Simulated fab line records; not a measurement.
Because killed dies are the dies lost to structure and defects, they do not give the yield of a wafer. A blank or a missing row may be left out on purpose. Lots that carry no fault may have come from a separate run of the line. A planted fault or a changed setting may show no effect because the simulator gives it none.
8D (eight disciplines) problem report, filled in by code ; flow nand_harc ; the parts of the form that need people (team, actions taken, sign-off) are left out

1. WHAT IS WRONG
Wafers without a fault read 1000 nm, standard deviation 8.1; thk_nm at NHARC_A_ONON_D2_THK_MEAS_18 reads a mean of 1896 nm on 2 wafers belonging to 2 lots. That is +99 or more standard deviations from the usual mean.
The step: measures by ellipsometry.
The first sign was on wafer L310.2 at day 17 04:01, on film_metro-02. Wafers with a number at this step in the record: 37, from 13 lots. By rule, "out" or "out of limits" means more than 4 standard deviations away from the usual mean. The rest of the wafers with a number are treated as sound.

2. WHAT IT IS AND WHAT IT IS NOT
question;is;is not
which readings at this step;thk_nm;-
which lots;L310, L311;L301, L303, L304, L305, L306, L308, L319, L321, L322, L323, L324
which wafers of those lots;L310.2, L311.2;L310.5, L311.5
read on which gauges;film_metro-02;film_metro-01
when;from day 17 04:01;"up to then (19 sound wafers); but 16 sound wafers of L311, L319, L321, L322, L323, L324 came after"

3. WHAT RULES OUT EACH SUSPECT
Counting: a tool at a process step up to the reading stays a suspect if it ran every lot that is out. Sound lots after the first of them don't rule it out here, since some wafers of a struck lot are sound.
- the gauge at NHARC_A_ONON_D2_THK_MEAS_18 is ruled out. All the wafers that are out were read on film_metro-02, but those of them that NHARC_END_SORT_01 has rows for are out there too, on other tools.
- pecvd_onon-03 at NHARC_A_ONON_D2_DEP_16 (target thk 1000 nm): kept. It ran every lot that is out, first L310 (day 16 13:37); its last sound lot up to then is L306 (day 15 02:02).
The count leaves pecvd_onon-03 at NHARC_A_ONON_D2_DEP_16.

4. THE CAUSE (what the simulator had put in)
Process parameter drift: pecvd_onon-03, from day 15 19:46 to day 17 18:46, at NHARC_A_ONON_D2_DEP_16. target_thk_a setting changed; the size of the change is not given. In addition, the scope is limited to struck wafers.
After counting, this tool was the only one left.

5. THE CHAIN OF EFFECTS, in route order
One row per reading whose mean, taken over the struck wafers that have a number, lies over 3 standard deviations from the usual. Readings are gone through only where the record gives a usual standard deviation; hours: the median, over the lots, of the time from a lot's start at the first step in this table giving one to that lot's start at this step; sigmas: the change measured in usual standard deviations.
hours;step;reading;usual;on struck wafers;change;sigmas
0;NHARC_A_ONON_D2_THK_MEAS_18;thk_nm;1000 nm;1896;+896;+99 or more
273;NHARC_END_SORT_01;killed_at_array;54;676;+622;+30
273;NHARC_END_SORT_01;killed_dies;58;677;+619;+29

6. HOW IT WOULD HAVE BEEN CAUGHT EARLIER
Counted from the fault's start at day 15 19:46, it took 32 hours until the first out-of-limits reading at a measuring or inspecting step in this record, taken at day 17 04:01.
An alarm limit of 4 standard deviations would not have fired on the tool readings at NHARC_A_ONON_D2_DEP_16 for which the record gives a usual standard deviation, since none of them was out on any struck wafer.
L311, from the lots that are out (2), started NHARC_A_ONON_D2_DEP_16 on pecvd_onon-03 later than day 17 04:01. It would have been spared by a hold on the tool at that moment.
